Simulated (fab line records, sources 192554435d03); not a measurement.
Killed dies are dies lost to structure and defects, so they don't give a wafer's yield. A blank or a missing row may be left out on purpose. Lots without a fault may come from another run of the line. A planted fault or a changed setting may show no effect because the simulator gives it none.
fab line records | flow n5_finfet | part 1 of 2: steps 1 to 22 of 29
record lots=5 wafers=15 last_day=17
route steps=1938 shown GATE_CUT@508 MOL_CONTACT_COAG@517
lots that met no fault: from a run of the same line without faults
start_h: hours from the record's first day to the start of the lot's first wafer shown | wait_h: hours since the lot's step before | " the same as in the row above | L1.1+2: a row that stands for several wafers | - no value, or no start given | * or withheld: withheld | < > ~ a bound
route shown NAME@n: a module of which the file shows steps, and the number in the route of the first | usual: mean/standard deviation of fault-free wafers | same: alike in all rows | chamber/n: place in a boat | sites: the reading at each site | _std_site: their standard deviation | _edge_site: outer sites' mean less inner sites' | radius_mm: how far each site lies from the wafer's centre | mask NAME#n: copy n | behind: the tool/chamber that last shaped the wafer | hold: why the lot was held/for how many hours/how that ended | device: the transistor (n, p or np) that didn't switch | end of line: the same wafers' tests at the end of the route | a step without rows: its recipe alone | killed: dies lost to structure and defects at the first sort, not the wafer's yield | map: a wafer's dies, x killed, . not, _ none there
set.NAME: the setting as run; set.NAME@STEP: as run at that earlier step | model.NAME: the simulator's own value behind a step, which no gauge read
lots at some steps of the route; a table a step, a row a wafer
services: from which hour (start_h, from the record's first day; less than 0 if before it) a tool's chamber was out of use, for how many hours, and why
## steps
# step N5_GATE_CUT_STRIP_29
# recipe chemistry=post_etch_residue_remover time_s=60 temp_c=25 remover_ph=withheld remover_water_wt_pct=withheld remover_fluoride_wt_pct=withheld
# columns lot.wafer tool chamber start_h wait_h
L077.2+3+5 wet_bench-05 6,1,0 102.97 0.1
L081.3+4+5 wet_bench-05 2,3,4 127.24 0.0
L088.1+5+6 wet_bench-03 1,2,5 171.07 0.1
L089.2+3+5 wet_bench-05 4,1,7 178.86 0.1
L093.1+5+6 wet_bench-03 5,6,7 200.33 0.1
# step N5_GATE_CUT_SRD_52
# recipe dry=ipa_marangoni time_s=30 temp_c=23 rinse_liquid=diw
# columns lot.wafer tool chamber start_h wait_h
L077.2+3+5 wet_bench-05 6,1,0 102.99 0.0
L081.3+4+5 wet_bench-05 2,3,4 127.26 0.0
L088.1+5+6 wet_bench-03 1,2,5 171.09 0.0
L089.2+3+5 wet_bench-05 4,1,7 178.88 0.0
L093.1+5+6 wet_bench-03 5,6,7 200.35 0.0
# step N5_GATE_CUT_ALD_22
# recipe material=SiNx target_thk_a=160 temp_c=400 ald_precursor_family=SiH2I2 ald_co_reactant=N2/H2-plasma pulse_time_s=1 ald_cycles=320 purge_time_s=2 co_reactant_purge_time_s=2 pressure_torr=2
# usual heater_power_w=832/61 precursor_pulse_height_rel=1.002/0.018
# columns lot.wafer tool chamber start_h wait_h heater_power_w precursor_pulse_height_rel
L077.2 ald_sin-03 0 103.70 0.7 910 1.000
L077.3 " 3 " " 712 1.016
L077.5 " 2 " " 883 1.018
L081.3 ald_sin-04 0 127.31 0.0 833 0.999
L081.4 " 3 " " 834 0.989
L081.5 " 2 " " 930 1.006
L088.1 ald_sin-03 2 171.13 0.0 888 0.965
L088.5 " 0 " " 897 1.015
L088.6 " 1 " " 775 0.989
L089.2 ald_sin-02 1 178.93 0.0 747 1.023
L089.3 " 0 " " 780 1.006
L089.5 " 1 " " 747 0.998
L093.1 ald_sin-04 2 200.40 0.0 924 1.030
L093.5 " 1 " " 881 0.997
L093.6 " 0 " " 892 1.018
# step N5_GATE_CUT_CMP_23
# recipe stop_on=SiO2 t_overpolish_s=23.4 post_cmp_clean=alkaline_brush down_force_psi=2.5 platen_rpm=51.8 pad_velocity_m_s=1.0307 target_thk_nm=16
# usual motor_current_A=9.3/1.1 overpolish_run_s=23.401/0.0088 time_to_endpoint_s=20.1/2.2
# columns lot.wafer tool chamber start_h wait_h motor_current_A overpolish_run_s time_to_endpoint_s
L077.2 cmp-02 1 105.23 0.8 9.9 23.398 20.5
L077.3 " 3 " " 9.4 23.408 20.2
L077.5 " 1 " " 9.4 23.406 21.6
L081.4 cmp-02 1 128.88 0.8 9.4 23.390 24.2
L081.3 " 2 " " 8.5 23.428 19.8
L081.5 " 3 " " 9.0 23.403 21.1
L088.1 cmp-04 2 172.74 0.9 10.3 23.405 18.1
L088.6 " 3 " " 11.0 23.404 21.8
L088.5 " 0 " " 9.5 23.405 18.2
L089.3 cmp-03 0 180.46 0.8 8.8 23.406 20.8
L089.2 " 1 " " 10.0 23.400 23.2
L089.5 " 0 " " 8.5 23.406 17.4
L093.1 cmp-03 3 201.92 0.8 7.1 23.386 19.9
L093.6 " 2 " " 9.1 23.402 17.2
L093.5 " 3 " " 7.5 23.386 21.9
# step N5_GATE_CUT_THK_MEAS_24
# recipe reads=SiO2_of_GATE_CUT_HM_DEP_46+SiO2_flowable_of_ILD0_FCVD_FILL_01
# usual GC_FILL_THK=219.8/2.1
# columns lot.wafer tool chamber start_h wait_h GC_FILL_THK[nm]
L077.2 film_metro-01 - 105.49 - 222.4
L077.3 " - " " 219.7
L077.5 " - " " 221.0
L081.3 film_metro-01 - 129.10 - 217.6
L081.4 " - " " 220.1
L081.5 " - " " 219.1
L088.1 film_metro-02 - 172.92 - 218.7
L088.5 " - " " 220.8
L088.6 " - " " 222.5
L089.2 film_metro-02 - 180.71 - 217.1
L089.3 " - " " 219.0
L089.5 " - " " 220.1
L093.1 film_metro-02 - 202.18 - 217.0
L093.5 " - " " 218.7
L093.6 " - " " 220.8
# step N5_GATE_CUT_CMP_43
# recipe material=SiO2 post_cmp_clean=rinse_only
# usual motor_current_A=12.9/1.4
# columns lot.wafer tool chamber start_h wait_h motor_current_A
L077.2 cmp-02 0 105.60 0.1 15.3
L077.3 " 1 " " 13.3
L077.5 " 0 " " 15.0
L081.4 cmp-04 3 129.21 0.1 14.5
L081.3 " 0 " " 12.3
L081.5 " 2 " " 13.4
L088.1 cmp-04 0 173.03 0.1 13.0
L088.6 " 3 " " 15.2
L088.5 " 0 " " 12.5
L089.2 cmp-02 3 180.74 0.0 12.2
L089.3 " 0 " " 15.2
L089.5 " 0 " " 15.0
L093.1 cmp-04 1 202.21 0.0 12.8
L093.6 " 1 " " 12.0
L093.5 " 2 " " 13.8
# step N5_GATE_CUT_CMP_61
# recipe stop_on=SiNx t_overpolish_s=3 post_cmp_clean=alkaline_brush down_force_psi=4 platen_rpm=27.09 pad_velocity_m_s=0.539
# usual motor_current_A=12.8/1.4
# columns lot.wafer tool chamber start_h wait_h motor_current_A
L077.2 cmp-02 0 106.03 0.3 14.9
L077.3 " 1 " " 12.9
L077.5 " 0 " " 15.1
L081.4 cmp-04 3 129.64 0.3 15.2
L081.3 " 0 " " 12.1
L081.5 " 2 " " 13.9
L088.1 cmp-04 0 173.46 0.3 12.4
L088.6 " 3 " " 14.9
L088.5 " 0 " " 12.5
L089.2 cmp-02 3 181.22 0.4 12.1
L089.3 " 0 " " 15.0
L089.5 " 0 " " 16.0
L093.1 cmp-04 1 202.69 0.4 12.2
L093.6 " 1 " " 12.8
L093.5 " 2 " " 13.7
# step N5_GATE_CUT_INSPECT_26
# recipe inspect_instrument=darkfield mode=post_cmp
# usual raw_defect_count=36/15
# columns lot.wafer tool chamber start_h wait_h raw_defect_count
L077.2 defect_inspect-02 - 106.23 0.0 28
L077.3 " - " " 58
L077.5 " - " " 30
L081.3 defect_inspect-02 - 129.84 0.0 36
L081.4 " - " " 39
L081.5 " - " " 37
L088.1 defect_inspect-01 - 173.66 0.0 40
L088.5 " - " " 88
L088.6 " - " " 39
L089.2 defect_inspect-02 - 181.45 0.0 38
L089.3 " - " " 49
L089.5 " - " " 39
L093.1 defect_inspect-02 - 202.92 0.0 45
L093.5 " - " " 63
L093.6 " - " " 71
# step N5_MOL_CONTACT_COAG_COAT_103
# recipe resist=SOC temp_c=250 time_s=60 spin_rpm=1500 resist_thk_nm=80
# usual dispense_pressure_kPa=53/6.8 exhaust_pa=44.8/0.83
# columns lot.wafer tool chamber start_h wait_h dispense_pressure_kPa exhaust_pa
L077.2 litho_track-02 0 106.26 0.0 43 44.6
L077.3 " 0 " " 42 45.1
L077.5 " 0 " " 42 45.9
L081.3 litho_track-02 0 129.87 0.0 42 44.3
L081.4 " 0 " " 42 44.3
L081.5 " 0 " " 42 45.1
L088.1 litho_track-04 0 173.69 0.0 59 44.5
L088.5 " 0 " " 59 43.8
L088.6 " 0 " " 59 44.4
L089.2 litho_track-05 0 181.48 0.0 56 45.2
L089.3 " 0 " " 56 44.1
L089.5 " 0 " " 56 43.4
L093.1 litho_track-04 0 202.95 0.0 59 45.6
L093.5 " 0 " " 59 44.5
L093.6 " 0 " " 59 45.1
# step N5_MOL_CONTACT_COAG_COAT_104
# recipe resist=SiARC temp_c=220 time_s=60 spin_rpm=1500 resist_thk_nm=12
# usual dispense_pressure_kPa=53/6.8 exhaust_pa=45.0/0.88
# columns lot.wafer tool chamber start_h wait_h dispense_pressure_kPa exhaust_pa
L077.2 litho_track-02 0 - - 42 44.7
L077.3 " 0 " " 42 44.7
L077.5 " 0 " " 42 43.8
L081.3 litho_track-02 0 - - 42 43.8
L081.4 " 0 " " 42 44.7
L081.5 " 0 " " 42 44.6
L088.1 litho_track-04 0 - - 59 45.7
L088.5 " 0 " " 59 46.2
L088.6 " 0 " " 59 46.2
L089.2 litho_track-05 0 - - 56 43.7
L089.3 " 0 " " 56 44.0
L089.5 " 0 " " 56 44.5
L093.1 litho_track-04 0 - - 59 46.3
L093.5 " 0 " " 59 45.3
L093.6 " 0 " " 59 44.7
# step N5_MOL_CONTACT_COAG_COAT_58
# recipe resist=underlayer temp_c=205 time_s=60 spin_rpm=1500 resist_thk_nm=10
# usual dispense_pressure_kPa=53/6.8 exhaust_pa=44.8/0.83
# columns lot.wafer tool chamber start_h wait_h dispense_pressure_kPa exhaust_pa
L077.2 litho_track-02 0 - - 42 45.9
L077.3 " 0 " " 42 45.8
L077.5 " 0 " " 42 45.6
L081.3 litho_track-02 0 - - 42 45.9
L081.4 " 0 " " 42 44.5
L081.5 " 0 " " 42 46.0
L088.1 litho_track-04 0 - - 59 43.4
L088.5 " 0 " " 59 44.3
L088.6 " 0 " " 59 44.9
L089.2 litho_track-05 0 - - 56 45.9
L089.3 " 0 " " 56 46.0
L089.5 " 0 " " 56 43.9
L093.1 litho_track-04 0 - - 59 44.9
L093.5 " 0 " " 59 44.6
L093.6 " 0 " " 59 44.3
# step N5_MOL_CONTACT_COAG_COAT_02
# recipe resist=CAR-EUV spin_rpm=1500 resist_thk_nm=30
# usual dispense_pressure_kPa=53/6.8 exhaust_pa=45.0/0.89
# columns lot.wafer tool chamber start_h wait_h dispense_pressure_kPa exhaust_pa
L077.2 litho_track-02 0 - - 43 44.2
L077.3 " 0 " " 42 42.5
L077.5 " 0 " " 43 44.8
L081.3 litho_track-02 0 - - 42 44.9
L081.4 " 0 " " 42 45.0
L081.5 " 0 " " 42 44.3
L088.1 litho_track-04 0 - - 59 45.9
L088.5 " 0 " " 59 45.7
L088.6 " 0 " " 59 43.9
L089.2 litho_track-05 0 - - 56 46.5
L089.3 " 0 " " 56 45.5
L089.5 " 0 " " 56 45.4
L093.1 litho_track-04 0 - - 59 43.9
L093.5 " 0 " " 59 43.9
L093.6 " 0 " " 59 45.3
# step N5_MOL_CONTACT_COAG_EBR_04
# recipe solvent=PGMEA ebr_width_mm=1.5
# usual exhaust_pa=45.1/0.86
# columns lot.wafer tool chamber start_h wait_h exhaust_pa
L077.2 litho_track-02 0 - - 46.6
L077.3 " 0 " " 45.7
L077.5 " 0 " " 45.2
L081.3 litho_track-02 0 - - 45.3
L081.4 " 0 " " 46.7
L081.5 " 0 " " 45.9
L088.1 litho_track-04 0 - - 46.2
L088.5 " 0 " " 44.8
L088.6 " 0 " " 45.6
L089.2 litho_track-05 0 - - 44.9
L089.3 " 0 " " 43.2
L089.5 " 0 " " 45.2
L093.1 litho_track-04 0 - - 45.3
L093.5 " 0 " " 44.9
L093.6 " 0 " " 46.2
# step N5_MOL_CONTACT_COAG_SOFTBAKE_03
# recipe temp_c=110 time_s=60 resist=CAR-EUV
# usual exhaust_pa=45.2/0.91
# columns lot.wafer tool chamber start_h wait_h exhaust_pa
L077.2 litho_track-02 0 - - 45.2
L077.3 " 0 " " 45.4
L077.5 " 0 " " 45.4
L081.3 litho_track-02 0 - - 44.3
L081.4 " 0 " " 44.8
L081.5 " 0 " " 45.6
L088.1 litho_track-04 0 - - 45.4
L088.5 " 0 " " 44.7
L088.6 " 0 " " 45.3
L089.2 litho_track-05 0 - - 45.9
L089.3 " 0 " " 44.4
L089.5 " 0 " " 45.8
L093.1 litho_track-04 0 - - 44.9
L093.5 " 0 " " 45.4
L093.6 " 0 " " 43.9
# step N5_MOL_CONTACT_COAG_EXPOSE_05
# recipe mask_id=CA na=0.33 source_shape=annular sigma_inner=0.4 sigma_outer=0.8 polarization=unpolarized defocus_nm=0 dose_mj=38.25
# columns lot.wafer tool chamber start_h wait_h mask
L077.2+3+5 euv_scanner-02 0 106.53 - CA#0
L081.3+4+5 euv_scanner-01 0 130.14 - CA#0
L088.1+5+6 euv_scanner-01 0 174.00 - CA#0
L089.2+3+5 euv_scanner-02 0 181.75 - CA#0
L093.1+5+6 euv_scanner-01 0 203.21 - CA#0
# step N5_MOL_CONTACT_COAG_PEB_06
# recipe peb_temp_c=100 peb_time_s=60 resist=CAR-EUV
# usual exhaust_pa=45.1/0.84
# columns lot.wafer tool chamber start_h wait_h exhaust_pa
L077.2 litho_track-04 0 106.58 0.0 45.0
L077.3 " 0 " " 44.2
L077.5 " 0 " " 44.5
L081.3 litho_track-04 0 130.19 0.0 45.3
L081.4 " 0 " " 45.1
L081.5 " 0 " " 44.5
L088.1 litho_track-05 0 174.06 0.1 46.4
L088.5 " 0 " " 45.5
L088.6 " 0 " " 45.5
L089.2 litho_track-04 0 181.81 0.0 45.7
L089.3 " 0 " " 45.0
L089.5 " 0 " " 46.0
L093.1 litho_track-05 0 203.28 0.1 44.8
L093.5 " 0 " " 44.2
L093.6 " 0 " " 44.7
# step N5_MOL_CONTACT_COAG_DEVELOP_07
# recipe develop_time_s=30 developer=TMAH resist=CAR-EUV rinse_liquid=surfactant_rinse dry=air_spin dev_temp_c=23
# usual exhaust_pa=45.0/0.83
# columns lot.wafer tool chamber start_h wait_h exhaust_pa
L077.2 litho_track-04 0 - - 46.4
L077.3 " 0 " " 44.8
L077.5 " 0 " " 45.7
L081.3 litho_track-04 0 - - 44.8
L081.4 " 0 " " 44.8
L081.5 " 0 " " 44.9
L088.1 litho_track-05 0 - - 44.2
L088.5 " 0 " " 45.8
L088.6 " 0 " " 45.1
L089.2 litho_track-04 0 - - 45.0
L089.3 " 0 " " 44.8
L089.5 " 0 " " 47.2
L093.1 litho_track-05 0 - - 44.0
L093.5 " 0 " " 43.9
L093.6 " 0 " " 44.7
# step N5_MOL_CONTACT_COAG_CD_MEAS_08
# recipe target_cd_nm=28 landing_energy_ev=500 detector=se_inlens polarity=opening
# usual cd_nm=28.05/0.24
# columns lot.wafer tool chamber start_h wait_h cd_nm
L077.2 cd_sem-01 0 106.65 - 28.50
L077.3 " 0 " " 28.12
L077.5 " 0 " " 28.27
L081.3 cd_sem-01 0 130.26 - 28.37
L081.4 " 0 " " 28.42
L081.5 " 0 " " 27.92
L088.1 cd_sem-03 0 174.13 - 27.92
L088.5 " 0 " " 28.15
L088.6 " 0 " " 27.56
L089.2 cd_sem-01 0 181.88 - 28.20
L089.3 " 0 " " 28.22
L089.5 " 0 " " 27.84
L093.1 cd_sem-03 0 203.34 - 28.09
L093.5 " 0 " " 27.98
L093.6 " 0 " " 27.76
# step N5_MOL_CONTACT_COAG_OVL_MEAS_09
# recipe points_per_wafer=522
# usual CA_OVL=-0.3/0.84
# columns lot.wafer tool chamber start_h wait_h CA_OVL[nm]
L077.2 overlay-01 0 106.69 0.0 -1.4
L077.3 " 0 " " -0.3
L077.5 " 0 " " -0.2
L081.3 overlay-02 0 130.30 0.0 0.3
L081.4 " 0 " " -0.9
L081.5 " 0 " " -0.3
L088.1 overlay-01 0 174.16 0.0 -1.0
L088.5 " 0 " " -1.2
L088.6 " 0 " " -0.5
L089.2 overlay-01 0 181.91 0.0 -1.0
L089.3 " 0 " " -0.3
L089.5 " 0 " " -0.1
L093.1 overlay-01 0 203.38 0.0 -0.3
L093.5 " 0 " " -0.3
L093.6 " 0 " " -1.2
# step N5_MOL_CONTACT_COAG_INSPECT_10
# recipe mode=adi inspect_instrument=brightfield
# usual raw_defect_count=66/24
# columns lot.wafer tool chamber start_h wait_h raw_defect_count
L077.2 defect_inspect-02 - 106.74 0.0 51
L077.3 " - " " 82
L077.5 " - " " 57
L081.3 defect_inspect-01 - 130.35 0.0 54
L081.4 " - " " 48
L081.5 " - " " 66
L088.1 defect_inspect-01 - 174.22 0.1 67
L088.5 " - " " 131
L088.6 " - " " 61
L089.2 defect_inspect-02 - 181.97 0.1 60
L089.3 " - " " 65
L089.5 " - " " 85
L093.1 defect_inspect-01 - 203.43 0.1 88
L093.5 " - " " 83
L093.6 " - " " 101
# step N5_MOL_CONTACT_COAG_DESCUM_13
# recipe chemistry=O2 time_s=7 source_power_w=50 bias_power_w=20 pressure_mtorr=20 rf_frequency_hz=2.712e+07 temp_c=40 resist=CAR-EUV o2_flow_sccm=225
# usual drypump_motor_current_A=5.5/0.32 oes_product_au=0.78/0.074 rf_vpp_V=243.3/1.4 showerhead_plenum_p_Torr=2.10/0.065 throttle_valve_pct=20.56/0.25
# columns lot.wafer tool chamber start_h wait_h drypump_motor_current_A oes_product_au rf_hours_counter_h rf_vpp_V showerhead_plenum_p_Torr throttle_valve_pct
L077.2 rie_diel-01 3 106.77 0.0 5.7 0.75 162 242.6 2.08 20.57
L077.3 " 1 " " 5.8 0.99 2 244.1 2.13 20.22
L077.5 " 3 " " 5.7 0.75 - 244.5 2.08 20.54
L081.3 rie_diel-01 1 130.56 0.2 5.7 0.96 11 244.5 2.13 20.22
L081.4 " 3 " " 5.7 0.75 170 242.2 2.08 20.56
L081.5 " 0 " " 5.7 0.86 - 243.7 2.12 20.49
L088.1 rie_diel-06 0 174.26 0.0 5.2 0.71 201 244.5 2.18 20.95
L088.5 " 0 " " 5.2 0.71 - 244.6 2.18 20.93
L088.6 " 1 " " 5.2 0.98 - 242.1 2.04 20.15
L089.2 rie_diel-02 0 182.05 0.1 6.1 0.76 158 241.7 2.00 20.28
L089.3 " 3 " " 5.1 0.74 184 244.0 2.18 20.98
L089.5 " 1 " " 5.3 0.77 - 243.0 2.11 20.54
L093.1 rie_diel-06 2 203.53 0.1 5.1 0.69 212 244.3 2.14 20.42
L093.5 " 3 " " 5.9 0.74 - 241.7 1.99 20.50
L093.6 " 0 " " 5.2 0.70 - 243.0 2.18 20.96
# step N5_MOL_CONTACT_COAG_ETCH_59
# recipe chemistry=N2/H2 target=underlayer target_depth_a=130 mask_material=CAR-EUV time_s=10.4 ion_energy_ev=200 pressure_mtorr=30 source_w=840 bias_w=150 n2_flow_sccm=200 h2_flow_sccm=200 ends=cleared
# usual drypump_motor_current_A=5.5/0.33 etch_rf_on_time_s=10.38/0.21 oes_product_au=0.66/0.062 rf_vpp_V=524.0/2.2 showerhead_plenum_p_Torr=2.55/0.074 throttle_valve_pct=17.98/0.22
# columns lot.wafer tool chamber start_h wait_h drypump_motor_current_A etch_rf_on_time_s oes_product_au rf_hours_counter_h rf_vpp_V showerhead_plenum_p_Torr throttle_valve_pct
L077.2 rie_diel-01 3 106.81 0.0 5.7 10.13 0.64 162 524.4 2.53 17.97
L077.3 " 1 " " 5.8 10.21 0.85 2 525.8 2.59 17.53
L077.5 " 3 " " 5.7 10.12 0.64 - 522.4 2.53 17.97
L081.3 rie_diel-01 1 130.60 0.0 5.7 10.42 0.81 11 526.6 2.58 17.54
L081.4 " 3 " " 5.7 9.98 0.65 170 524.7 2.53 17.98
L081.5 " 0 " " 5.8 10.70 0.72 - 524.3 2.58 17.90
L088.1 rie_diel-06 0 174.29 0.0 5.2 10.50 0.61 201 525.7 2.62 18.10
L088.5 " 0 " " 5.2 10.53 0.61 - 525.1 2.62 18.10
L088.6 " 1 " " 5.2 10.01 0.84 - 522.9 2.49 17.65
L089.2 rie_diel-02 0 182.08 0.0 6.1 10.46 0.65 158 520.5 2.43 17.79
L089.3 " 3 " " 5.1 10.32 0.63 184 527.7 2.65 18.45
L089.5 " 1 " " 5.2 10.47 0.65 - 522.5 2.55 17.84
L093.1 rie_diel-06 2 203.57 0.0 5.1 10.41 0.59 212 527.0 2.62 17.94
L093.5 " 3 " " 5.9 10.50 0.63 - 520.2 2.44 18.13
L093.6 " 0 " " 5.2 10.75 0.59 - 524.6 2.61 18.13
